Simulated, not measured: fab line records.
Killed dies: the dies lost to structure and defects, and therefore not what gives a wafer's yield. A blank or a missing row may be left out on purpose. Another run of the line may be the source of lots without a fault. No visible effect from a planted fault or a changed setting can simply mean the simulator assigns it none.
Which tool is to blame? :: flow n5 finfet :: Sampling: 24 lots, 72 wafers, 5 of 1938 route steps

## WHAT THE GAUGES SHOWED, per wafer
N5_BEOL_M14_INSPECT_12: inspects for defects (macro).
lot: L074
measured: day 10 14:41
on: defect inspect-01
raw defect count: 1 4 2

lot: L075
measured: day 11 09:56
on: defect inspect-02
raw defect count: 2 2 2

lot: L076
measured: day 11 10:22
on: defect inspect-02
raw defect count: 4 1 1

lot: L077
measured: day 11 17:06
on: defect inspect-01
raw defect count: 2 1 6

lot: L078
measured: day 11 21:37
on: defect inspect-02
raw defect count: 0 1 3

lot: L079
measured: day 12 00:01
on: defect inspect-02
raw defect count: 2 2 3

lot: L080
measured: day 12 08:20
on: defect inspect-02
raw defect count: 1 3 2

lot: L081
measured: day 12 17:09
on: defect inspect-01
raw defect count: 1 1 0

lot: L082
measured: day 13 04:37
on: defect inspect-01
raw defect count: 4 4 7

lot: L085
measured: day 13 13:48
on: defect inspect-01
raw defect count: 3 2 1

lot: L084
measured: day 13 14:28
on: defect inspect-02
raw defect count: 6 2 1

lot: L083
measured: day 13 17:28
on: defect inspect-02
raw defect count: 3 3 0

lot: L086
measured: day 14 09:01
on: defect inspect-01
raw defect count: 1 1 0

lot: L087
measured: day 14 09:47
on: defect inspect-01
raw defect count: 3 2 2

lot: L088
measured: day 14 16:34
on: defect inspect-02
raw defect count: 5 1 3

lot: L089
measured: day 14 20:24
on: defect inspect-01
raw defect count: 6 2 2

lot: L090
measured: day 15 02:16
on: defect inspect-01
raw defect count: 3 1 2

lot: L091
measured: day 15 11:45
on: defect inspect-01
raw defect count: 3 3 1

lot: L092
measured: day 15 12:43
on: defect inspect-01
raw defect count: 2 3 1

lot: L094
measured: day 15 19:50
on: defect inspect-02
raw defect count: 0 3 1

lot: L093
measured: day 15 21:05
on: defect inspect-02
raw defect count: 1 1 1

lot: L095
measured: day 16 05:16
on: defect inspect-02
raw defect count: 1 0 2

lot: L096
measured: day 16 19:00
on: defect inspect-02
raw defect count: 3 0 3

lot: L097
measured: day 16 19:21
on: defect inspect-02
raw defect count: 2 2 2

## EACH LOT AND THE TOOL THAT RAN IT (in order: tool; ch and the chambers of the sampled wafers; start)
lot: L074
N5_BEOL_M12_PRE_CLEAN_42: pvd sputter-02, day 10 06:02
N5_BEOL_M13_DESCUM_15: rie diel-05 ch 0,2,3, day 10 07:52
N5_BEOL_M13_PRE_CLEAN_42: pvd sputter-03, day 10 12:29
N5_BEOL_M13_ANNEAL_48: rtp anneal-01 ch 0, day 10 13:03

lot: L075
N5_BEOL_M12_PRE_CLEAN_42: pvd sputter-01, day 10 23:15
N5_BEOL_M13_DESCUM_15: rie diel-04 ch 0,1,3, day 11 02:34
N5_BEOL_M13_PRE_CLEAN_42: pvd sputter-03, day 11 07:08
N5_BEOL_M13_ANNEAL_48: rtp anneal-01 ch 0, day 11 07:58

lot: L076
N5_BEOL_M12_PRE_CLEAN_42: pvd sputter-03, day 11 04:37
N5_BEOL_M13_DESCUM_15: rie diel-04 ch 0,1,2, day 11 06:29
N5_BEOL_M13_PRE_CLEAN_42: pvd sputter-01, day 11 08:25
N5_BEOL_M13_ANNEAL_48: rtp anneal-01 ch 0, day 11 08:58

lot: L077
N5_BEOL_M12_PRE_CLEAN_42: pvd sputter-02, day 11 06:49
N5_BEOL_M13_DESCUM_15: rie diel-05 ch 0,3, day 11 08:40
N5_BEOL_M13_PRE_CLEAN_42: pvd sputter-02, day 11 14:53
N5_BEOL_M13_ANNEAL_48: rtp anneal-02 ch 0, day 11 15:38

lot: L078
N5_BEOL_M12_PRE_CLEAN_42: pvd sputter-03, day 11 14:39
N5_BEOL_M13_DESCUM_15: rie diel-04 ch 2,3, day 11 16:37
N5_BEOL_M13_PRE_CLEAN_42: pvd sputter-03, day 11 19:43
N5_BEOL_M13_ANNEAL_48: rtp anneal-01 ch 0, day 11 20:16

lot: L079
N5_BEOL_M12_PRE_CLEAN_42: pvd sputter-01, day 11 14:50
N5_BEOL_M13_DESCUM_15: rie diel-05 ch 0,2,3, day 11 17:17
N5_BEOL_M13_PRE_CLEAN_42: pvd sputter-03, day 11 21:57
N5_BEOL_M13_ANNEAL_48: rtp anneal-01 ch 0, day 11 22:37

lot: L080
N5_BEOL_M12_PRE_CLEAN_42: pvd sputter-03, day 11 22:51
N5_BEOL_M13_DESCUM_15: rie diel-01 ch 0,1,3, day 12 00:44
N5_BEOL_M13_PRE_CLEAN_42: pvd sputter-03, day 12 06:16
N5_BEOL_M13_ANNEAL_48: rtp anneal-02 ch 0, day 12 06:53

lot: L081
N5_BEOL_M12_PRE_CLEAN_42: pvd sputter-02, day 12 10:07
N5_BEOL_M13_DESCUM_15: rie diel-01 ch 0,1,3, day 12 12:13
N5_BEOL_M13_PRE_CLEAN_42: pvd sputter-02, day 12 15:19
N5_BEOL_M13_ANNEAL_48: rtp anneal-02 ch 0, day 12 15:51

lot: L082
N5_BEOL_M12_PRE_CLEAN_42: pvd sputter-01, day 12 19:55
N5_BEOL_M13_DESCUM_15: rie diel-05 ch 1,2, day 12 22:37
N5_BEOL_M13_PRE_CLEAN_42: pvd sputter-01, day 13 02:47
N5_BEOL_M13_ANNEAL_48: rtp anneal-02 ch 0, day 13 03:19

lot: L085
N5_BEOL_M12_PRE_CLEAN_42: pvd sputter-02, day 13 03:52
N5_BEOL_M13_DESCUM_15: rie diel-01 ch 0,1,2, day 13 05:40
N5_BEOL_M13_PRE_CLEAN_42: pvd sputter-01, day 13 11:56
N5_BEOL_M13_ANNEAL_48: rtp anneal-01 ch 0, day 13 12:29

lot: L084
N5_BEOL_M12_PRE_CLEAN_42: pvd sputter-02, day 13 07:23
N5_BEOL_M13_DESCUM_15: rie diel-01 ch 0,3, day 13 09:19
N5_BEOL_M13_PRE_CLEAN_42: pvd sputter-01, day 13 12:29
N5_BEOL_M13_ANNEAL_48: rtp anneal-02 ch 0, day 13 13:08

lot: L083
N5_BEOL_M12_PRE_CLEAN_42: pvd sputter-02, day 13 11:29
N5_BEOL_M13_DESCUM_15: rie diel-05 ch 1,2,3, day 13 13:24
N5_BEOL_M13_PRE_CLEAN_42: pvd sputter-01, day 13 15:39
N5_BEOL_M13_ANNEAL_48: rtp anneal-02 ch 0, day 13 16:08

lot: L086
N5_BEOL_M12_PRE_CLEAN_42: pvd sputter-03, day 14 01:16
N5_BEOL_M13_DESCUM_15: rie diel-05 ch 0,1,2, day 14 03:31
N5_BEOL_M13_PRE_CLEAN_42: pvd sputter-01, day 14 07:07
N5_BEOL_M13_ANNEAL_48: rtp anneal-02 ch 0, day 14 07:36

lot: L087
N5_BEOL_M12_PRE_CLEAN_42: pvd sputter-02, day 14 01:19
N5_BEOL_M13_DESCUM_15: rie diel-05 ch 0,1,2, day 14 03:49
N5_BEOL_M13_PRE_CLEAN_42: pvd sputter-01, day 14 07:44
N5_BEOL_M13_ANNEAL_48: rtp anneal-01 ch 0, day 14 08:18

lot: L088
N5_BEOL_M12_PRE_CLEAN_42: pvd sputter-01, day 14 06:35
N5_BEOL_M13_DESCUM_15: rie diel-01 ch 1,3, day 14 08:24
N5_BEOL_M13_PRE_CLEAN_42: pvd sputter-02, day 14 14:38
N5_BEOL_M13_ANNEAL_48: rtp anneal-01 ch 0, day 14 15:08

lot: L089
N5_BEOL_M12_PRE_CLEAN_42: pvd sputter-03, day 14 11:56
N5_BEOL_M13_DESCUM_15: rie diel-05 ch 1,2,3, day 14 13:53
N5_BEOL_M13_PRE_CLEAN_42: pvd sputter-02, day 14 18:28
N5_BEOL_M13_ANNEAL_48: rtp anneal-02 ch 0, day 14 18:59

lot: L090
N5_BEOL_M12_PRE_CLEAN_42: pvd sputter-03, day 14 18:53
N5_BEOL_M13_DESCUM_15: rie diel-05 ch 1,2,3, day 14 20:41
N5_BEOL_M13_PRE_CLEAN_42: pvd sputter-02, day 15 00:19
N5_BEOL_M13_ANNEAL_48: rtp anneal-01 ch 0, day 15 00:51

lot: L091
N5_BEOL_M12_PRE_CLEAN_42: pvd sputter-02, day 15 05:13
N5_BEOL_M13_DESCUM_15: rie diel-05 ch 0,1, day 15 07:19
N5_BEOL_M13_PRE_CLEAN_42: pvd sputter-01, day 15 09:41
N5_BEOL_M13_ANNEAL_48: rtp anneal-01 ch 0, day 15 10:10

lot: L092
N5_BEOL_M12_PRE_CLEAN_42: pvd sputter-03, day 15 05:35
N5_BEOL_M13_DESCUM_15: rie diel-05 ch 0,2, day 15 07:43
N5_BEOL_M13_PRE_CLEAN_42: pvd sputter-02, day 15 10:46
N5_BEOL_M13_ANNEAL_48: rtp anneal-01 ch 0, day 15 11:18

lot: L094
N5_BEOL_M12_PRE_CLEAN_42: pvd sputter-03, day 15 13:20
N5_BEOL_M13_DESCUM_15: rie diel-01 ch 1,2,3, day 15 15:15
N5_BEOL_M13_PRE_CLEAN_42: pvd sputter-01, day 15 17:46
N5_BEOL_M13_ANNEAL_48: rtp anneal-01 ch 0, day 15 18:32

lot: L093
N5_BEOL_M12_PRE_CLEAN_42: pvd sputter-02, day 15 13:22
N5_BEOL_M13_DESCUM_15: rie diel-05 ch 2,3, day 15 15:40
N5_BEOL_M13_PRE_CLEAN_42: pvd sputter-02, day 15 19:04
N5_BEOL_M13_ANNEAL_48: rtp anneal-01 ch 0, day 15 19:38

lot: L095
N5_BEOL_M12_PRE_CLEAN_42: pvd sputter-01, day 15 23:30
N5_BEOL_M13_DESCUM_15: rie diel-01 ch 0,3, day 16 01:25
N5_BEOL_M13_PRE_CLEAN_42: pvd sputter-02, day 16 03:26
N5_BEOL_M13_ANNEAL_48: rtp anneal-01 ch 0, day 16 03:56

lot: L096
N5_BEOL_M12_PRE_CLEAN_42: pvd sputter-01, day 16 09:26
N5_BEOL_M13_DESCUM_15: rie diel-01 ch 0,1, day 16 11:29
N5_BEOL_M13_PRE_CLEAN_42: pvd sputter-03, day 16 17:04
N5_BEOL_M13_ANNEAL_48: rtp anneal-02 ch 0, day 16 17:33

lot: L097
N5_BEOL_M12_PRE_CLEAN_42: pvd sputter-01, day 16 09:56
N5_BEOL_M13_DESCUM_15: rie diel-01 ch 0,1,3, day 16 11:50
N5_BEOL_M13_PRE_CLEAN_42: pvd sputter-03, day 16 17:31
N5_BEOL_M13_ANNEAL_48: rtp anneal-02 ch 0, day 16 18:02
- N5_BEOL_M12_PRE_CLEAN_42: time 30 s.
- N5_BEOL_M13_DESCUM_15: chemistry O2, time 7.9 s.
- N5_BEOL_M13_PRE_CLEAN_42: time 30 s.
- N5_BEOL_M13_ANNEAL_48: time 90 s.

## AS READ BY THE TOOLS THEMSELVES (means over the sampled wafers that have a number; for cases with no such wafer, the mark the record gives instead)
N5_BEOL_M12_PRE_CLEAN_42.
lot: L074
tool: pvd sputter-02
heater power w (W): 330

lot: L075
tool: pvd sputter-01
heater power w (W): 332

lot: L076
tool: pvd sputter-03
heater power w (W): 326

lot: L077
tool: pvd sputter-02
heater power w (W): 329

lot: L078
tool: pvd sputter-03
heater power w (W): 339

lot: L079
tool: pvd sputter-01
heater power w (W): 329

lot: L080
tool: pvd sputter-03
heater power w (W): 347

lot: L081
tool: pvd sputter-02
heater power w (W): 336

lot: L082
tool: pvd sputter-01
heater power w (W): 321

lot: L085
tool: pvd sputter-02
heater power w (W): 329

lot: L084
tool: pvd sputter-02
heater power w (W): 310

lot: L083
tool: pvd sputter-02
heater power w (W): 343

lot: L086
tool: pvd sputter-03
heater power w (W): 333

lot: L087
tool: pvd sputter-02
heater power w (W): 326

lot: L088
tool: pvd sputter-01
heater power w (W): 329

lot: L089
tool: pvd sputter-03
heater power w (W): 341

lot: L090
tool: pvd sputter-03
heater power w (W): 342

lot: L091
tool: pvd sputter-02
heater power w (W): 341

lot: L092
tool: pvd sputter-03
heater power w (W): 334

lot: L094
tool: pvd sputter-03
heater power w (W): 335

lot: L093
tool: pvd sputter-02
heater power w (W): 347

lot: L095
tool: pvd sputter-01
heater power w (W): 322

lot: L096
tool: pvd sputter-01
heater power w (W): 329

lot: L097
tool: pvd sputter-01
heater power w (W): 328

N5_BEOL_M13_DESCUM_15.
lot: L074
tool: rie diel-05
drypump motor current A (A): 5.5
oes product au (a.u.): 0.82
rf fwd power W (W): 49.22
rf vpp V (V): 243.2
showerhead plenum p Torr (Torr): 2.13
throttle valve pct (%): 20.06

lot: L075
tool: rie diel-04
drypump motor current A (A): 5.5
oes product au (a.u.): 0.75
rf fwd power W (W): 49.38
rf vpp V (V): 243.5
showerhead plenum p Torr (Torr): 2.14
throttle valve pct (%): 20.18

lot: L076
tool: rie diel-04
drypump motor current A (A): 5.5
oes product au (a.u.): 0.80
rf fwd power W (W): 49.41
rf vpp V (V): 243.9
showerhead plenum p Torr (Torr): 2.14
throttle valve pct (%): 20.30

lot: L077
tool: rie diel-05
drypump motor current A (A): 5.5
oes product au (a.u.): 0.81
rf fwd power W (W): 49.06
rf vpp V (V): 243.9
showerhead plenum p Torr (Torr): 2.13
throttle valve pct (%): 19.94

lot: L078
tool: rie diel-04
drypump motor current A (A): 6.1
oes product au (a.u.): 0.84
rf fwd power W (W): 49.54
rf vpp V (V): 243.8
showerhead plenum p Torr (Torr): 2.13
throttle valve pct (%): 20.28

lot: L079
tool: rie diel-05
drypump motor current A (A): 5.5
oes product au (a.u.): 0.81
rf fwd power W (W): 49.21
rf vpp V (V): 244.8
showerhead plenum p Torr (Torr): 2.13
throttle valve pct (%): 20.07

lot: L080
tool: rie diel-01
drypump motor current A (A): 5.8
oes product au (a.u.): 0.88
rf fwd power W (W): 49.07
rf vpp V (V): 244.0
showerhead plenum p Torr (Torr): 2.10
throttle valve pct (%): 20.22

lot: L081
tool: rie diel-01
drypump motor current A (A): 5.8
oes product au (a.u.): 0.87
rf fwd power W (W): 49.10
rf vpp V (V): 242.5
showerhead plenum p Torr (Torr): 2.10
throttle valve pct (%): 20.24

lot: L082
tool: rie diel-05
drypump motor current A (A): 5.6
oes product au (a.u.): 0.84
rf fwd power W (W): 49.15
rf vpp V (V): 244.0
showerhead plenum p Torr (Torr): 2.12
throttle valve pct (%): 20.21

lot: L085
tool: rie diel-01
drypump motor current A (A): 5.7
oes product au (a.u.): 0.85
rf fwd power W (W): 49.26
rf vpp V (V): 243.3
showerhead plenum p Torr (Torr): 2.11
throttle valve pct (%): 20.49

lot: L084
tool: rie diel-01
drypump motor current A (A): 6.0
oes product au (a.u.): 0.87
rf fwd power W (W): 49.46
rf vpp V (V): 242.9
showerhead plenum p Torr (Torr): 2.05
throttle valve pct (%): 20.10

lot: L083
tool: rie diel-05
drypump motor current A (A): 5.7
oes product au (a.u.): 0.85
rf fwd power W (W): 49.07
rf vpp V (V): 242.9
showerhead plenum p Torr (Torr): 2.12
throttle valve pct (%): 20.04

lot: L086
tool: rie diel-05
drypump motor current A (A): 5.4
oes product au (a.u.): 0.78
rf fwd power W (W): 49.14
rf vpp V (V): 245.2
showerhead plenum p Torr (Torr): 2.13
throttle valve pct (%): 20.27

lot: L087
tool: rie diel-05
drypump motor current A (A): 5.4
oes product au (a.u.): 0.78
rf fwd power W (W): 49.25
rf vpp V (V): 243.3
showerhead plenum p Torr (Torr): 2.13
throttle valve pct (%): 20.26

lot: L088
tool: rie diel-01
drypump motor current A (A): 6.0
oes product au (a.u.): 0.84
rf fwd power W (W): 49.19
rf vpp V (V): 242.7
showerhead plenum p Torr (Torr): 2.10
throttle valve pct (%): 20.24

lot: L089
tool: rie diel-05
drypump motor current A (A): 5.7
oes product au (a.u.): 0.84
rf fwd power W (W): 49.25
rf vpp V (V): 243.2
showerhead plenum p Torr (Torr): 2.12
throttle valve pct (%): 20.05

lot: L090
tool: rie diel-05
drypump motor current A (A): 5.7
oes product au (a.u.): 0.83
rf fwd power W (W): 49.11
rf vpp V (V): 243.6
showerhead plenum p Torr (Torr): 2.11
throttle valve pct (%): 20.05

lot: L091
tool: rie diel-05
drypump motor current A (A): 5.2
oes product au (a.u.): 0.93
rf fwd power W (W): 49.30
rf vpp V (V): 243.2
showerhead plenum p Torr (Torr): 2.14
throttle valve pct (%): 20.19

lot: L092
tool: rie diel-05
drypump motor current A (A): 5.5
oes product au (a.u.): 0.90
rf fwd power W (W): 49.21
rf vpp V (V): 243.6
showerhead plenum p Torr (Torr): 2.12
throttle valve pct (%): 20.10

lot: L094
tool: rie diel-01
drypump motor current A (A): 5.9
oes product au (a.u.): 0.82
rf fwd power W (W): 49.31
rf vpp V (V): 243.7
showerhead plenum p Torr (Torr): 2.10
throttle valve pct (%): 20.51

lot: L093
tool: rie diel-05
drypump motor current A (A): 5.7
oes product au (a.u.): 0.83
rf fwd power W (W): 49.17
rf vpp V (V): 243.1
showerhead plenum p Torr (Torr): 2.11
throttle valve pct (%): 19.98

lot: L095
tool: rie diel-01
drypump motor current A (A): 6.0
oes product au (a.u.): 0.84
rf fwd power W (W): 49.35
rf vpp V (V): 242.5
showerhead plenum p Torr (Torr): 2.04
throttle valve pct (%): 20.14

lot: L096
tool: rie diel-01
drypump motor current A (A): 5.6
oes product au (a.u.): 0.83
rf fwd power W (W): 49.09
rf vpp V (V): 242.9
showerhead plenum p Torr (Torr): 2.09
throttle valve pct (%): 20.29

lot: L097
tool: rie diel-01
drypump motor current A (A): 5.8
oes product au (a.u.): 0.83
rf fwd power W (W): 49.17
rf vpp V (V): 243.1
showerhead plenum p Torr (Torr): 2.09
throttle valve pct (%): 20.29

N5_BEOL_M13_PRE_CLEAN_42.
lot: L074
tool: pvd sputter-03
heater power w (W): 337

lot: L075
tool: pvd sputter-03
heater power w (W): 336

lot: L076
tool: pvd sputter-01
heater power w (W): 321

lot: L077
tool: pvd sputter-02
heater power w (W): 337

lot: L078
tool: pvd sputter-03
heater power w (W): 344

lot: L079
tool: pvd sputter-03
heater power w (W): 333

lot: L080
tool: pvd sputter-03
heater power w (W): 338

lot: L081
tool: pvd sputter-02
heater power w (W): 331

lot: L082
tool: pvd sputter-01
heater power w (W): 324

lot: L085
tool: pvd sputter-01
heater power w (W): 334

lot: L084
tool: pvd sputter-01
heater power w (W): 327

lot: L083
tool: pvd sputter-01
heater power w (W): 323

lot: L086
tool: pvd sputter-01
heater power w (W): 334

lot: L087
tool: pvd sputter-01
heater power w (W): 325

lot: L088
tool: pvd sputter-02
heater power w (W): 330

lot: L089
tool: pvd sputter-02
heater power w (W): 324

lot: L090
tool: pvd sputter-02
heater power w (W): 332

lot: L091
tool: pvd sputter-01
heater power w (W): 320

lot: L092
tool: pvd sputter-02
heater power w (W): 340

lot: L094
tool: pvd sputter-01
heater power w (W): 323

lot: L093
tool: pvd sputter-02
heater power w (W): 325

lot: L095
tool: pvd sputter-02
heater power w (W): 330

lot: L096
tool: pvd sputter-03
heater power w (W): 327

lot: L097
tool: pvd sputter-03
heater power w (W): 343

N5_BEOL_M13_ANNEAL_48.
lot: L074
tool: rtp anneal-01
wafer_temp_C_max: 225.83

lot: L075
tool: rtp anneal-01
wafer_temp_C_max: 226.11

lot: L076
tool: rtp anneal-01
wafer_temp_C_max: 226.34

lot: L077
tool: rtp anneal-02
wafer_temp_C_max: 225.97

lot: L078
tool: rtp anneal-01
wafer_temp_C_max: 225.91

lot: L079
tool: rtp anneal-01
wafer_temp_C_max: 226.32

lot: L080
tool: rtp anneal-02
wafer_temp_C_max: 226.00

lot: L081
tool: rtp anneal-02
wafer_temp_C_max: 225.92

lot: L082
tool: rtp anneal-02
wafer_temp_C_max: 225.98

lot: L085
tool: rtp anneal-01
wafer_temp_C_max: 225.98

lot: L084
tool: rtp anneal-02
wafer_temp_C_max: 225.89

lot: L083
tool: rtp anneal-02
wafer_temp_C_max: 225.43

lot: L086
tool: rtp anneal-02
wafer_temp_C_max: 225.61

lot: L087
tool: rtp anneal-01
wafer_temp_C_max: 226.18

lot: L088
tool: rtp anneal-01
wafer_temp_C_max: 226.02

lot: L089
tool: rtp anneal-02
wafer_temp_C_max: 226.08

lot: L090
tool: rtp anneal-01
wafer_temp_C_max: 225.88

lot: L091
tool: rtp anneal-01
wafer_temp_C_max: 226.02

lot: L092
tool: rtp anneal-01
wafer_temp_C_max: 226.35

lot: L094
tool: rtp anneal-01
wafer_temp_C_max: 226.17

lot: L093
tool: rtp anneal-01
wafer_temp_C_max: 225.58

lot: L095
tool: rtp anneal-01
wafer_temp_C_max: 226.07

lot: L096
tool: rtp anneal-02
wafer_temp_C_max: 225.87

lot: L097
tool: rtp anneal-02
wafer_temp_C_max: 225.88

## THE ANSWER, worked out from the rows above alone
Rule: what is usual is taken from the lots themselves. The widest of any qualifying gaps counts: lots, ordered by their means at a reading, are off when they make up no more than a third of the lots, leave a main group of 4 or more, and stand apart from it by 3 or more times the standard deviation of that group's means. The tables above print the reading to a certain number of digits; a main group whose means all agree to those digits is not used. Also off: a lot with no number at a reading for which 4 or more lots have one. Any other lot the step has rows for is counted as sound. Order of review: gauges by route order, followed by the tools' own readings, for which a lot's mean as printed above is used. At the first step where some lot is off, the reading lying furthest off is the one used; lots without a number count as furthest.
Across all readings shown, no lot is off: no conclusion can be drawn from this.

## WHAT THE SIMULATOR HAD INSERTED
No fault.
